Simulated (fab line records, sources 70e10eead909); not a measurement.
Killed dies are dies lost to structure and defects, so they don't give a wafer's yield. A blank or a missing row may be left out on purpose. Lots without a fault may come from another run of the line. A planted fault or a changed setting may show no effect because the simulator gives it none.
fab line records | flow nand_harc
record lots=10 wafers=30 last_day=33
route steps=1302 shown A_CONTACT@1082 END@1302
lots that met no fault: from a run of the same line without faults
start_h: hours from the record's first day to the start of the lot's first wafer shown | wait_h: hours since the lot's step before | " the same as in the row above | L1.1+2: a row that stands for several wafers | - no value, or no start given | * or withheld: withheld | < > ~ a bound
route shown NAME@n: a module of which the file shows steps, and the number in the route of the first | usual: mean/standard deviation of fault-free wafers | same: alike in all rows | chamber/n: place in a boat | sites: the reading at each site | _std_site: their standard deviation | _edge_site: outer sites' mean less inner sites' | radius_mm: how far each site lies from the wafer's centre | mask NAME#n: copy n | behind: the tool/chamber that last shaped the wafer | hold: why the lot was held/for how many hours/how that ended | device: the transistor (n, p or np) that didn't switch | end of line: the same wafers' tests at the end of the route | a step without rows: its recipe alone | killed: dies lost to structure and defects at the first sort, not the wafer's yield | map: a wafer's dies, x killed, . not, _ none there
set.NAME: the setting as run; set.NAME@STEP: as run at that earlier step | model.NAME: the simulator's own value behind a step, which no gauge read
steps of the route over a sample of lots; a table a step, a row a wafer
services: from which hour (start_h, from the record's first day; less than 0 if before it) a tool's chamber was out of use, for how many hours, and why
## steps
# step NHARC_A_CONTACT_ETCH_88
# recipe target_depth_a=390 over_etch_frac=0.3 time_s=65 ion_energy_ev=80 cf4_flow_sccm=150 ar_flow_sccm=0 rf_w=300 bias_w=100 chemistry=CF4
# usual cf4_flow_sccm=150.0/0.51 drypump_motor_current_A=5.8/0.45 oes_product_au=1.002/0.011 rf_fwd_power_W=297.1/1.5 rf_vpp_V=151.4/1.2 showerhead_plenum_p_Torr=1.78/0.085 throttle_valve_pct=13.284/0.0092
# same time_s=65
# columns lot.wafer tool chamber start_h wait_h cf4_flow_sccm drypump_motor_current_A oes_product_au rf_fwd_power_W rf_hours_counter_h rf_vpp_V showerhead_plenum_p_Torr throttle_valve_pct
L445.1 rie_diel-02 3 525.67 0.2 149.3 6.5 1.013 295.7 35 152.2 1.88 13.294
L445.3 " 0 " " 152.1 5.7 1.003 297.5 47 152.8 1.86 13.296
L445.4 " 1 " " 149.6 6.1 1.006 297.1 48 150.7 1.76 13.293
L444.4 rie_diel-06 0 526.72 0.1 149.4 5.8 0.998 295.9 7 151.5 1.91 13.284
L444.3 " 1 " " 149.2 5.2 1.004 297.7 3 150.5 1.70 13.294
L444.2 " 2 " " 149.7 5.8 0.994 298.0 6 152.3 1.75 13.282
L451.4 rie_diel-09 0 589.81 0.1 150.1 5.2 1.004 297.5 27 149.7 1.68 13.276
L451.1 " 2 " " 150.5 5.2 0.979 297.0 29 152.0 1.87 13.271
L451.5 " 0 " " 150.2 5.2 0.999 298.3 - 151.0 1.68 13.287
L450.3 rie_diel-06 3 591.58 0.1 149.9 5.1 0.997 295.4 16 148.7 1.71 13.281
L450.2 " 0 " " 150.5 5.9 1.008 296.8 18 151.5 1.90 13.296
L450.6 " 0 " " 150.5 5.8 1.001 297.8 - 152.3 1.90 13.282
L452.3 rie_diel-09 3 601.41 0.1 150.1 6.4 1.002 295.3 32 149.7 1.64 13.279
L452.1 " 0 " " 150.4 5.2 1.005 299.0 31 151.2 1.68 13.300
L452.5 " 3 " " 149.9 6.4 1.010 295.7 - 148.9 1.64 13.297
L453.1 rie_diel-06 1 615.64 0.1 150.2 5.3 0.981 298.9 19 150.5 1.70 13.289
L453.3 " 2 " " 150.0 5.7 0.992 296.7 19 152.0 1.75 13.280
L453.5 " 1 " " 150.3 5.2 0.997 296.8 - 151.4 1.69 13.282
L454.2 rie_diel-09 2 637.41 0.1 149.6 5.2 1.003 299.3 47 151.4 1.86 13.280
L454.3 " 0 " " 150.3 5.3 1.003 298.9 40 150.7 1.68 13.278
L454.6 " 2 " " 150.2 5.2 0.991 298.3 - 153.2 1.86 13.298
L458.3 rie_diel-06 3 652.19 0.1 150.7 5.2 0.988 295.6 25 151.0 1.71 13.294
L458.6 " 3 " " 150.0 5.1 1.003 296.3 - 149.5 1.71 13.288
L458.5 " 0 " " 150.9 5.8 1.000 297.5 - 151.9 1.90 13.275
L457.1 rie_diel-02 3 679.29 0.1 149.4 6.5 1.022 296.0 35 151.7 1.87 13.292
L457.3 " 0 " " 150.5 5.7 0.999 297.2 36 151.9 1.85 13.282
L457.5 " 1 " " 149.2 6.1 1.024 298.2 - 150.6 1.74 13.284
L464.3 rie_diel-02 3 735.89 0.1 150.5 6.6 1.033 298.7 54 152.1 1.86 13.295
L464.1 " 1 " " 149.6 6.1 1.022 299.2 52 149.0 1.74 13.278
L464.5 " 0 " " 149.9 5.7 1.003 297.4 - 152.7 1.84 13.290
# step NHARC_A_CONTACT_ETCH_89
# recipe target_depth_a=2600 over_etch_frac=0.3 time_s=475.3 ion_energy_ev=200 n2_flow_sccm=150 h2_flow_sccm=150 ar_flow_sccm=0 rf_w=400 bias_w=150 chemistry=N2/H2
# usual drypump_motor_current_A=5.7/0.43 n2_flow_sccm=150.0/0.46 oes_product_au=1.004/0.013 rf_fwd_power_W=399.3/1.1 rf_vpp_V=430.6/2.9 showerhead_plenum_p_Torr=2.04/0.1 throttle_valve_pct=14.171/0.0087
# same time_s=475.3
# columns lot.wafer tool chamber start_h wait_h drypump_motor_current_A n2_flow_sccm oes_product_au rf_fwd_power_W rf_hours_counter_h rf_vpp_V showerhead_plenum_p_Torr throttle_valve_pct
L445.4 rie_diel-02 2 - - 6.0 150.1 0.982 399.5 46 427.9 1.96 14.165
L445.1 " 3 " " 6.6 149.9 1.007 397.0 35 434.5 2.19 14.162
L445.3 " 0 " " 5.8 150.4 0.994 398.4 47 432.5 2.16 14.169
L444.3 rie_diel-06 2 - - 5.8 149.9 0.988 400.6 6 430.2 2.02 14.162
L444.4 " 3 " " 5.1 150.6 0.975 400.5 6 426.9 1.97 14.172
L444.2 " 0 " " 5.8 150.5 0.987 397.7 7 433.7 2.22 14.173
L451.1 rie_diel-09 3 - - 6.4 149.8 1.000 398.3 28 426.3 1.88 14.165
L451.4 " 0 " " 5.2 150.1 1.005 399.7 27 427.5 1.92 14.168
L451.5 " 2 " " 5.2 150.6 1.002 401.1 - 434.3 2.16 14.169
L450.2 rie_diel-06 3 - - 5.1 150.0 1.000 399.8 16 428.2 1.96 14.179
L450.3 " 0 " " 5.8 149.7 0.992 399.1 18 435.7 2.21 14.166
L450.6 " 3 " " 5.1 149.1 0.998 401.4 - 429.0 1.96 14.181
L452.1 rie_diel-09 2 - - 5.2 150.4 0.997 398.8 36 433.8 2.16 14.176
L452.3 " 3 " " 6.4 150.1 1.003 398.9 33 426.6 1.88 14.183
L452.5 " 0 " " 5.2 149.8 1.003 400.2 - 428.2 1.92 14.171
L453.3 rie_diel-06 3 - - 5.1 150.4 0.991 398.2 19 429.5 1.96 14.169
L453.1 " 1 " " 5.3 149.8 0.989 400.2 19 428.0 1.95 14.173
L453.5 " 2 " " 5.8 149.6 0.986 398.3 - 431.6 2.01 14.179
L454.2 rie_diel-09 2 - - 5.2 149.7 0.990 399.3 47 433.8 2.16 14.167
L454.3 " 3 " " 6.4 150.3 1.002 399.4 43 425.9 1.88 14.177
L454.6 " 0 " " 5.2 150.7 0.999 399.1 - 427.3 1.92 14.162
L458.3 rie_diel-06 2 - - 5.8 149.5 1.001 399.7 24 430.9 2.01 14.178
L458.5 " 1 " " 5.3 149.7 1.008 399.8 - 428.3 1.94 14.174
L458.6 " 2 " " 5.8 150.3 0.992 399.6 - 428.7 2.01 14.165
L457.3 rie_diel-02 3 - - 6.6 149.8 1.014 401.0 35 433.0 2.17 14.180
L457.1 " 1 " " 6.1 150.3 1.026 399.7 32 429.0 2.01 14.170
L457.5 " 3 " " 6.6 149.9 1.016 398.4 - 432.5 2.17 14.172
L464.1 rie_diel-02 2 - - 6.0 149.6 1.006 399.8 52 425.9 1.93 14.180
L464.3 " 3 " " 6.6 149.4 1.026 399.3 54 433.4 2.16 14.159
L464.5 " 1 " " 6.1 150.6 1.023 400.2 - 429.5 2.00 14.164
# step NHARC_A_CONTACT_ETCH_135
# recipe source_w=withheld pressure_mtorr=20 bias_v=1200 time_s=311 target_depth_a=19120 ar_flow_sccm=withheld c4f8_flow_sccm=withheld o2_flow_sccm=withheld chemistry=C4F8/O2/Ar
# same time_s=311
# columns lot.wafer tool chamber start_h wait_h rf_hours_counter_h
L445.1 har_cap_etch-01 1 526.91 0.2 2
L445.4 " 1 " " -
L445.3 " 0 " " -
L444.2 har_cap_etch-02 0 528.00 0.2 88
L444.4 " 1 " " -
L444.3 " 0 " " -
L451.1 har_cap_etch-01 0 591.09 0.2 14
L451.4 " 0 " " -
L451.5 " 0 " " -
L450.2 har_cap_etch-02 0 592.89 0.2 99
L450.3 " 0 " " -
L450.6 " 0 " " -
L452.1 har_cap_etch-02 1 602.76 0.2 101
L452.3 " 0 " " -
L452.5 " 0 " " -
L453.1 har_cap_etch-02 1 616.94 0.2 102
L453.3 " 1 " " -
L453.5 " 1 " " -
L454.2 har_cap_etch-03 1 638.77 0.2 66
L454.3 " 1 " " -
L454.6 " 1 " " -
L458.3 har_cap_etch-02 0 653.57 0.2 -
L458.5 " 1 " " -
L458.6 " 0 " " -
L457.1 har_cap_etch-03 0 681.75 0.2 74
L457.3 " 1 " " -
L457.5 " 0 " " -
L464.1 har_cap_etch-02 0 737.20 0.2 123
L464.3 " 1 " " -
L464.5 " 0 " " -
# step NHARC_A_CONTACT_CVD_19
# recipe target_thk_a=3000 temp_c=300 pressure_torr=40 wf6_flow_sccm=40 h2_flow_sccm=1600 ar_flow_sccm=1560 time_s=802 material=W
# usual chamber_pressure_Torr=40.00/0.088 heater_power_w=469/31 throttle_valve_pct=8.21/0.28
# same time_s=802
# columns lot.wafer tool chamber start_h wait_h chamber_pressure_Torr heater_power_w throttle_valve_pct
L445.1 cvd_w-02 1 530.15 - 40.00 499 8.11
L445.3 " 0 " " 39.97 466 8.22
L445.4 " 1 " " 39.92 486 8.56
L444.2 cvd_w-02 0 531.65 0.2 39.95 472 7.79
L444.3 " 0 " " 39.93 456 7.85
L444.4 " 1 " " 39.97 500 7.98
L451.1 cvd_w-02 1 594.03 - 40.10 497 8.09
L451.4 " 0 " " 39.80 472 8.08
L451.5 " 0 " " 40.06 474 7.95
L450.2 cvd_w-02 1 595.92 - 40.04 502 8.01
L450.3 " 0 " " 39.98 450 7.92
L450.6 " 0 " " 40.01 462 8.10
L452.1 cvd_w-01 1 605.76 - 40.07 421 8.13
L452.3 " 1 " " 40.05 421 8.24
L452.5 " 1 " " 40.09 428 8.19
L452.1 cvd_w-01 1 606.76 0.9 40.04 402 8.20
L452.3 " 1 " " 40.16 415 8.06
L452.5 " 1 " " 40.20 429 8.28
L453.1 cvd_w-01 1 619.90 - 40.02 398 8.18
L453.3 " 1 " " 40.10 408 8.37
L453.5 " 1 " " 40.02 409 8.12
L454.2 cvd_w-01 0 641.86 - 39.97 491 8.67
L454.3 " 0 " " 40.02 485 8.55
L454.6 " 0 " " 39.98 491 8.43
L458.3 cvd_w-02 0 656.67 - 39.97 455 7.69
L458.6 " 0 " " 39.99 477 7.70
L458.5 " 1 " " 39.90 497 8.16
L457.1 cvd_w-01 0 684.77 - 39.98 479 8.39
L457.3 " 1 " " 40.01 431 8.16
L457.5 " 1 " " 39.95 424 8.19
L457.1 cvd_w-01 0 685.76 0.9 40.03 491 8.91
L457.3 " 1 " " 40.08 427 8.43
L457.5 " 1 " " 40.02 421 8.26
L464.1 cvd_w-02 1 741.51 - 40.05 488 8.12
L464.3 " 1 " " 40.05 501 8.11
L464.5 " 1 " " 39.96 497 8.56
# step NHARC_A_CONTACT_CMP_20
# recipe t_overpolish_s=30 target_thk_nm=300
# usual motor_current_A=12.4/1.4 overpolish_run_s=29.999/0.0094 time_to_endpoint_s=59/3.3
# columns lot.wafer tool chamber start_h wait_h motor_current_A overpolish_run_s time_to_endpoint_s
L445.4 cmp-04 1 530.91 0.4 15.8 30.001 63
L445.3 " 3 " " 11.3 29.994 63
L445.1 " 0 " " 11.0 30.003 56
L444.4 cmp-02 0 532.58 0.4 11.0 30.003 61
L444.2 " 1 " " 13.0 30.003 65
L444.3 " 2 " " 11.0 29.989 59
L451.4 cmp-03 3 594.93 0.4 12.0 30.007 52
L451.1 " 0 " " 13.4 29.994 53
L451.5 " 0 " " 13.5 29.995 52
L450.2 cmp-02 2 596.84 0.8 11.2 30.022 55
L450.3 " 0 " " 11.8 29.977 56
L450.6 " 2 " " 11.6 30.001 59
L452.3 cmp-02 3 608.53 1.4 11.9 29.992 110
L452.1 " 1 " " 13.0 30.008 115
L452.5 " 3 " " 12.4 30.005 111
L453.3 cmp-04 1 620.80 0.5 14.9 29.995 64
L453.1 " 2 " " 12.7 30.005 60
L453.5 " 1 " " 15.6 30.015 66
L454.2 cmp-03 3 642.66 0.7 12.1 29.983 58
L454.3 " 1 " " 13.4 29.989 61
L454.6 " 3 " " 12.1 29.986 55
L458.3 cmp-04 0 657.36 0.6 11.1 29.988 54
L458.6 " 2 " " 13.1 30.001 59
L458.5 " 3 " " 11.4 29.995 56
L457.3 cmp-03 0 686.78 0.5 13.6 29.986 109
L457.1 " 1 " " 14.1 30.003 116
L457.5 " 3 " " 10.9 29.995 114
L464.1 cmp-04 2 743.15 1.4 13.6 29.987 55
L464.3 " 3 " " 11.4 30.004 56
L464.5 " 2 " " 13.5 29.994 54
# step NHARC_END_SORT_01
# recipe temp_c=25
# usual killed_at_array=64/20 killed_at_other=0.7/1.1 killed_at_periphery=3.6/2.7 killed_dies=68/20 killed_open=2.8/1.9 killed_short=2.3/1.5
# same gross_dies=677
# columns lot.wafer tool chamber start_h wait_h killed_at_array killed_at_other killed_at_periphery killed_dies killed_open killed_short
L445.1 prober-02 0 571.61 2.5 64 0 4 68 1 4
L445.3 prober-02 0 573.21 3.1 75 0 2 77 1 1
L445.4 prober-02 0 574.01 3.4 73 0 1 74 2 2
L444.2 prober-01 0 580.14 2.8 110 0 2 112 3 3
L444.3 prober-01 0 580.93 3.1 106 1 1 108 2 5
L444.4 prober-01 0 581.72 3.4 112 1 2 115 0 5
L451.1 prober-01 0 637.66 2.5 87 0 4 91 1 1
L451.4 prober-01 0 640.06 3.4 95 1 6 102 4 3
L451.5 prober-01 0 640.86 3.7 78 1 2 81 1 1
L450.2 prober-02 0 646.36 2.8 86 5 3 94 2 3
L450.3 prober-02 0 647.17 3.1 88 0 2 90 2 0
L450.6 prober-02 0 649.60 4.1 82 1 1 84 1 1
L452.1 prober-01 0 653.32 2.5 57 3 6 66 4 3
L452.3 prober-01 0 654.94 3.1 56 0 5 61 3 0
L452.5 prober-01 0 656.56 3.7 56 0 2 58 4 2
L453.1 prober-02 0 664.22 2.5 15 0 2 17 2 1
L453.3 prober-02 0 665.84 3.1 14 2 1 17 3 2
L453.5 prober-02 0 667.47 3.7 22 0 1 23 4 2
L454.2 prober-01 0 689.58 2.8 58 1 7 66 2 1
L454.3 prober-01 0 690.39 3.1 64 1 3 68 2 1
L454.6 prober-01 0 692.80 4.0 69 1 3 73 5 3
L458.3 prober-02 0 705.67 3.1 102 1 6 109 6 5
L458.5 prober-02 0 707.29 3.7 110 0 3 113 2 5
L458.6 prober-02 0 708.10 4.0 92 0 3 95 1 3
L457.1 prober-02 0 751.69 2.5 85 1 2 88 9 2
L457.3 prober-02 0 753.29 3.1 68 0 0 68 1 1
L457.5 prober-02 0 754.90 3.7 83 0 1 84 3 6
L464.1 prober-02 0 784.91 2.5 43 0 6 49 1 1
L464.3 prober-02 0 786.52 3.1 52 0 1 53 2 2
L464.5 prober-02 0 788.14 3.7 48 0 1 49 2 2
# killed by level:class
L445.1 A_CHANNEL_HOLE_D1:chamber_film_flake=28 A_CHANNEL_HOLE_D2:chamber_film_flake=21 A_CHANNEL_FILL_D1:chamber_film_flake=5 A_STAIRCASE:chamber_film_flake=3 A_CONTACT:chamber_film_flake=3 P_CONTACT:geometric_particle:short=1 P_M0:geometric_particle:short=1 A_SOURCE_PLATE:geometric_particle:short=1
L445.3 A_CHANNEL_HOLE_D2:chamber_film_flake=42 A_CHANNEL_HOLE_D1:chamber_film_flake=27 A_CHANNEL_FILL_D1:chamber_film_flake=3 P_M0:chamber_film_flake=2 A_CHANNEL_FILL_D1:geometric_particle:short=1 A_M0:geometric_particle:open=1 A_CONTACT:chamber_film_flake=1
L445.4 A_CHANNEL_HOLE_D2:chamber_film_flake=32 A_CHANNEL_HOLE_D1:chamber_film_flake=29 A_CONTACT:chamber_film_flake=4 A_CHANNEL_FILL_D1:chamber_film_flake=2 A_ONON_D2:geometric_particle:short=1 A_ONON_D2:geometric_particle:open=1 A_CHANNEL_HOLE_D2:geometric_particle:short=1 A_CHANNEL_FILL_D2:geometric_particle:open=1
L444.2 A_CHANNEL_HOLE_D1:chamber_film_flake=32 A_SLIT:chamber_film_flake=30 A_CHANNEL_HOLE_D2:chamber_film_flake=29 A_STAIRCASE:chamber_film_flake=8 A_CONTACT:chamber_film_flake=4 P_GATE:chamber_film_flake=2 A_SOURCE_PLATE:geometric_particle:short=1 A_DECK1_JOINT:geometric_particle:short=1
L444.3 A_CHANNEL_HOLE_D2:chamber_film_flake=33 A_CHANNEL_HOLE_D1:chamber_film_flake=28 A_SLIT:chamber_film_flake=24 A_STAIRCASE:chamber_film_flake=7 A_CONTACT:chamber_film_flake=6 A_DECK1_JOINT:geometric_particle:short=2 A_CHANNEL_HOLE_D1:geometric_particle:short=1 A_ONON_D2:geometric_particle:open=1
L444.4 A_CHANNEL_HOLE_D1:chamber_film_flake=39 A_CHANNEL_HOLE_D2:chamber_film_flake=33 A_SLIT:chamber_film_flake=23 A_STAIRCASE:chamber_film_flake=9 A_WL_FILL:geometric_particle:short=2 A_ZERO_WELL:chamber_film_flake=2 A_CONTACT:chamber_film_flake=2 A_CHANNEL_FILL_D1:geometric_particle:short=1
L451.1 A_CHANNEL_HOLE_D1:chamber_film_flake=29 A_CHANNEL_HOLE_D2:chamber_film_flake=29 A_SLIT:chamber_film_flake=24 P_BONDPAD:chamber_film_flake=3 A_CONTACT:chamber_film_flake=2 A_SOURCE_PLATE:geometric_particle:open=1 A_WL_FILL:geometric_particle:short=1 P_GATE:chamber_film_flake=1
L451.4 A_CHANNEL_HOLE_D1:chamber_film_flake=33 A_CHANNEL_HOLE_D2:chamber_film_flake=26 A_SLIT:chamber_film_flake=23 P_GATE:chamber_film_flake=3 A_WL_FILL:chamber_film_flake=3 A_WL_FILL:geometric_particle:short=2 A_STAIRCASE:chamber_film_flake=2 A_CONTACT:chamber_film_flake=2
L451.5 A_SLIT:chamber_film_flake=30 A_CHANNEL_HOLE_D1:chamber_film_flake=23 A_CHANNEL_HOLE_D2:chamber_film_flake=21 P_BONDPAD:chamber_film_flake=2 A_CHANNEL_FILL_D2:geometric_particle:short=1 A_CONTACT:geometric_particle:open=1 A_WL_FILL:chamber_film_flake=1 A_CONTACT:chamber_film_flake=1
L450.2 A_CHANNEL_HOLE_D1:chamber_film_flake=34 A_SLIT:chamber_film_flake=27 A_CHANNEL_HOLE_D2:chamber_film_flake=15 THIN_TSV:chamber_film_flake=5 A_CONTACT:chamber_film_flake=4 A_SOURCE_PLATE:geometric_particle:short=2 P_GATE:geometric_particle:open=1 P_CONTACT:geometric_particle:open=1
L450.3 A_CHANNEL_HOLE_D1:chamber_film_flake=36 A_SLIT:chamber_film_flake=30 A_CHANNEL_HOLE_D2:chamber_film_flake=10 A_STAIRCASE:chamber_film_flake=3 A_CHANNEL_FILL_D1:chamber_film_flake=2 A_CHANNEL_FILL_D2:chamber_film_flake=2 A_CONTACT:chamber_film_flake=2 A_CHANNEL_FILL_D1:geometric_particle:open=1
L450.6 A_CHANNEL_HOLE_D1:chamber_film_flake=35 A_SLIT:chamber_film_flake=24 A_CHANNEL_HOLE_D2:chamber_film_flake=13 A_WL_FILL:chamber_film_flake=3 A_CONTACT:chamber_film_flake=3 A_ONON_D1:geometric_particle:short=1 A_CHANNEL_FILL_D1:geometric_particle:open=1 P_STI:chamber_film_flake=1
L452.1 A_CHANNEL_HOLE_D1:chamber_film_flake=26 A_CHANNEL_HOLE_D2:chamber_film_flake=14 A_CONTACT:chamber_film_flake=4 A_M0:chamber_film_flake=4 P_BONDPAD:chamber_film_flake=2 THIN_TSV:chamber_film_flake=2 A_CHANNEL_FILL_D2:chamber_film_flake=2 A_SLIT:chamber_film_flake=2
L452.3 A_CHANNEL_HOLE_D1:chamber_film_flake=29 A_CHANNEL_HOLE_D2:chamber_film_flake=14 A_SLIT:chamber_film_flake=5 P_STI:chamber_film_flake=3 A_STAIRCASE:chamber_film_flake=2 A_M0:chamber_film_flake=2 A_CHANNEL_FILL_D1:geometric_particle:open=1 A_SGD_CUT:geometric_particle:open=1
L452.5 A_CHANNEL_HOLE_D1:chamber_film_flake=28 A_CHANNEL_HOLE_D2:chamber_film_flake=14 A_SLIT:chamber_film_flake=3 A_CONTACT:chamber_film_flake=3 A_SOURCE_PLATE:geometric_particle:short=1 A_CHANNEL_HOLE_D1:geometric_particle:open=1 A_M0:geometric_particle:short=1 A_BLC:geometric_particle:open=1
L453.1 A_CONTACT:chamber_film_flake=4 A_SLIT:chamber_film_flake=3 A_BLC:geometric_particle:open=2 A_CHANNEL_HOLE_D1:chamber_film_flake=2 A_BONDPAD:chamber_film_flake=2 A_DECK1_JOINT:geometric_particle:short=1 P_GATE:chamber_film_flake=1 P_BONDPAD:chamber_film_flake=1
L453.3 A_CHANNEL_HOLE_D1:chamber_film_flake=5 A_STAIRCASE:chamber_film_flake=4 A_M0:geometric_particle:open=2 STARTING-WAFER:geometric_particle:short=2 A_DECK1_JOINT:geometric_particle:open=1 P_BONDPAD:chamber_film_flake=1 A_CHANNEL_HOLE_D2:chamber_film_flake=1 A_BONDPAD:chamber_film_flake=1
L453.5 A_CHANNEL_HOLE_D1:chamber_film_flake=6 A_CONTACT:chamber_film_flake=3 A_SLIT:chamber_film_flake=2 A_STAIRCASE:chamber_film_flake=2 A_BONDPAD:chamber_film_flake=2 A_ONON_D2:geometric_particle:open=1 A_CHANNEL_FILL_D2:geometric_particle:short=1 A_WL_FILL:geometric_particle:open=1
L454.2 A_CHANNEL_HOLE_D1:chamber_film_flake=27 A_CHANNEL_HOLE_D2:chamber_film_flake=14 A_CONTACT:chamber_film_flake=4 P_GATE:chamber_film_flake=3 A_DECK1_JOINT:chamber_film_flake=3 P_STI:chamber_film_flake=2 A_STAIRCASE:chamber_film_flake=2 A_SLIT:chamber_film_flake=2
L454.3 A_CHANNEL_HOLE_D1:chamber_film_flake=28 A_CHANNEL_HOLE_D2:chamber_film_flake=21 A_SLIT:chamber_film_flake=3 A_CONTACT:chamber_film_flake=3 P_GATE:chamber_film_flake=2 A_DECK1_JOINT:chamber_film_flake=2 A_STAIRCASE:chamber_film_flake=2 A_ONON_D1:geometric_particle:open=1
L454.6 A_CHANNEL_HOLE_D1:chamber_film_flake=34 A_CHANNEL_HOLE_D2:chamber_film_flake=15 A_CONTACT:chamber_film_flake=5 A_ONON_D1:geometric_particle:open=2 A_WL_FILL:geometric_particle:short=2 P_GATE:chamber_film_flake=2 A_WL_FILL:chamber_film_flake=2 P_M0:geometric_particle:open=1
L458.3 A_CHANNEL_HOLE_D1:chamber_film_flake=39 A_SLIT:chamber_film_flake=29 A_CHANNEL_HOLE_D2:chamber_film_flake=16 P_GATE:chamber_film_flake=5 A_CONTACT:chamber_film_flake=4 A_STAIRCASE:chamber_film_flake=3 P_M1:geometric_particle:open=1 A_SOURCE_PLATE:geometric_particle:open=1
L458.5 A_CHANNEL_HOLE_D1:chamber_film_flake=35 A_SLIT:chamber_film_flake=35 A_CHANNEL_HOLE_D2:chamber_film_flake=25 A_ZERO_WELL:chamber_film_flake=3 A_CONTACT:chamber_film_flake=3 A_CHANNEL_FILL_D1:geometric_particle:short=2 A_BLC:chamber_film_flake=2 P_M0:geometric_particle:short=1
L458.6 A_CHANNEL_HOLE_D1:chamber_film_flake=33 A_SLIT:chamber_film_flake=28 A_CHANNEL_HOLE_D2:chamber_film_flake=22 A_CONTACT:chamber_film_flake=4 P_GATE:geometric_particle:short=1 A_CHANNEL_FILL_D1:geometric_particle:short=1 A_BLC:geometric_particle:short=1 A_BLC:geometric_particle:open=1
L457.1 A_CHANNEL_HOLE_D1:chamber_film_flake=31 A_CHANNEL_HOLE_D2:chamber_film_flake=24 A_CONTACT:chamber_film_flake=8 A_SLIT:chamber_film_flake=6 A_STAIRCASE:chamber_film_flake=3 A_CHANNEL_FILL_D2:geometric_particle:open=2 A_WL_FILL:chamber_film_flake=2 P_STI:geometric_particle:short=1
L457.3 A_CHANNEL_HOLE_D1:chamber_film_flake=27 A_CHANNEL_HOLE_D2:chamber_film_flake=25 A_CONTACT:chamber_film_flake=5 A_SLIT:chamber_film_flake=3 A_DECK1_JOINT:chamber_film_flake=3 A_STAIRCASE:chamber_film_flake=2 A_CHANNEL_FILL_D2:geometric_particle:open=1 A_SGD_CUT:geometric_particle:short=1
L457.5 A_CHANNEL_HOLE_D1:chamber_film_flake=39 A_CHANNEL_HOLE_D2:chamber_film_flake=25 A_SLIT:chamber_film_flake=7 A_ONON_D1:geometric_particle:short=2 A_CHANNEL_FILL_D2:geometric_particle:short=2 A_CONTACT:chamber_film_flake=2 P_M1:geometric_particle:open=1 A_CHANNEL_HOLE_D1:geometric_particle:open=1
L464.1 A_CHANNEL_HOLE_D1:chamber_film_flake=16 A_STAIRCASE:chamber_film_flake=10 A_SLIT:chamber_film_flake=8 P_ZERO_WELL:chamber_film_flake=5 A_CONTACT:chamber_film_flake=4 A_WL_FILL:chamber_film_flake=2 P_GATE:geometric_particle:open=1 A_ONON_D2:geometric_particle:short=1
L464.3 A_CHANNEL_HOLE_D1:chamber_film_flake=20 A_SLIT:chamber_film_flake=10 A_STAIRCASE:chamber_film_flake=8 A_CONTACT:chamber_film_flake=7 A_WL_FILL:chamber_film_flake=2 A_CHANNEL_HOLE_D1:geometric_particle:short=1 A_WL_FILL:geometric_particle:short=1 A_WL_FILL:geometric_particle:open=1
L464.5 A_CHANNEL_HOLE_D1:chamber_film_flake=14 A_SLIT:chamber_film_flake=9 A_STAIRCASE:chamber_film_flake=8 A_CONTACT:chamber_film_flake=6 A_WL_FILL:chamber_film_flake=4 A_SGD_CUT:geometric_particle:open=1 A_WL_FILL:geometric_particle:short=1 A_WL_FILL:geometric_particle:open=1
## services
# columns tool chamber start_h hours kind
cmp-04 - 503.93 4.0 pm
rie_diel-06 1 506.86 6.1 repair
cmp-04 - 542.94 0.5 repair
cvd_w-01 - 547.00 13.0 pm
rie_diel-06 2 550.43 13.4 repair
rie_diel-06 - 559.49 0.5 repair
cmp-04 - 564.73 4.1 repair
rie_diel-02 - 572.90 9.0 pm
rie_diel-06 - 600.79 1.0 repair
cmp-04 - 601.93 4.0 pm
rie_diel-09 0 627.47 2.9 repair
cvd_w-02 - 631.00 13.0 pm
rie_diel-02 - 642.04 1.2 repair
rie_diel-06 - 666.76 9.0 pm
cvd_w-02 1 673.44 2.2 repair
rie_diel-09 - 674.21 9.0 pm
rie_diel-02 3 691.66 2.9 repair
cmp-04 - 699.93 4.0 pm
rie_diel-02 - 707.07 0.2 repair
rie_diel-06 2 711.45 9.1 repair
cmp-04 - 712.92 1.9 repair
rie_diel-09 1 720.68 1.7 repair
cvd_w-01 - 728.44 13.0 pm
cvd_w-02 0 733.76 24.2 repair
## key
first_sign step=NHARC_A_CONTACT_CVD_19 reading=visit direction=added
effect step=NHARC_A_CONTACT_CMP_20 reading=time_to_endpoint_s direction=up sigmas=16 usual=* struck=*
met_at NHARC_A_CONTACT_CVD_19
struck_lots L452,L457
tester_left_out L452,L457
not_acting_at NHARC_A_CONTACT_ETCH_88,NHARC_A_CONTACT_ETCH_89,NHARC_A_CONTACT_ETCH_135
fault kind=repeated_step_whole tool=cvd_w-01,cvd_w-02 chamber=- onset_h=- steps=NHARC_A_CONTACT_CVD_19 times=1 scope=struck_lots_only
# tester_left_out: of these lots the tester's yield and bins aren't shown, on N5 and GAA mostly nor the transistor test; their killed dies are dies lost to structure and defects alone, not to doping, threshold or leakage, so they don't give the yield
